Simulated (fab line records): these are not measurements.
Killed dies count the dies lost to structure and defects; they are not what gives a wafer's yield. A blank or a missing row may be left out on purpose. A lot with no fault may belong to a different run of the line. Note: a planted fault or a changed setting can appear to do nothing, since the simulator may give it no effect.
Chamber matching :: flow n5Finfet :: pecvd-03 running N5_BEOL_M2_ILD_DEP_00: 3 sister chambers
The step deposits SiOC from DEMS/O2, target thk 79 nm, time 15.3 s. 6 wafers are shown with their chamber, then 10 later ones without.

EACH WAFER AND ITS CHAMBER
wafer: L083.6
chamber: 2
heaterPowerW (W): 353
heaterPowerOuterW (W): 202

wafer: L085.3
chamber: 1
heaterPowerW (W): 313
heaterPowerOuterW (W): 165

wafer: L085.5
chamber: 0
heaterPowerW (W): 593
heaterPowerOuterW (W): 328

wafer: L085.6
chamber: 2
heaterPowerW (W): 366
heaterPowerOuterW (W): 205

wafer: L086.1
chamber: 1
heaterPowerW (W): 359
heaterPowerOuterW (W): 208

wafer: L086.3
chamber: 0
heaterPowerW (W): 650
heaterPowerOuterW (W): 355

WAFERS WITH NO CHAMBER GIVEN
wafer: L086.4
heaterPowerW (W): 353
heaterPowerOuterW (W): 206

wafer: L087.2
heaterPowerW (W): 344
heaterPowerOuterW (W): 196

wafer: L087.3
heaterPowerW (W): 531
heaterPowerOuterW (W): 288

wafer: L087.5
heaterPowerW (W): 558
heaterPowerOuterW (W): 298

wafer: L089.1
heaterPowerW (W): 365
heaterPowerOuterW (W): 206

wafer: L089.5
heaterPowerW (W): 557
heaterPowerOuterW (W): 299

wafer: L089.6
heaterPowerW (W): 365
heaterPowerOuterW (W): 216

wafer: L088.1
heaterPowerW (W): 314
heaterPowerOuterW (W): 177

wafer: L088.4
heaterPowerW (W): 360
heaterPowerOuterW (W): 203

wafer: L088.5
heaterPowerW (W): 322
heaterPowerOuterW (W): 179

THE CHAMBER EACH PASSED THROUGH
wafer: L086.4
from the rows above: can't be placed: 2 or 1
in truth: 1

wafer: L087.2
from the rows above: can't be placed: 1 or 2
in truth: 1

wafer: L087.3
from the rows above: 0
in truth: 0

wafer: L087.5
from the rows above: 0
in truth: 0

wafer: L089.1
from the rows above: can't be placed: 2 or 1
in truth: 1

wafer: L089.5
from the rows above: 0
in truth: 0

wafer: L089.6
from the rows above: can't be placed: 2 or 1
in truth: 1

wafer: L088.1
from the rows above: can't be placed: 1 or 2
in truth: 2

wafer: L088.4
from the rows above: can't be placed: 2 or 1
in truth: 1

wafer: L088.5
from the rows above: can't be placed: 1 or 2
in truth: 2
Placed correctly: 3 of 10. These rows do not allow placing 7 (true chamber among the candidates in 7). Number placed wrongly: 0.
How it was worked out, from the rows above alone: a wafer's distance from a chamber is the root of the sum, over the readings, of the square of ((its reading less the chamber's mean) divided by the reading's scatter). If the next closest chamber is less than 2 further off than the closest, the wafer can't be placed; otherwise it belongs to the closest. The mean given for a chamber averages the wafers shown for that chamber. The scatter: the root of (the sum of the squares of (reading less its chamber's mean) over the shown wafers, divided by (wafers less chambers)).
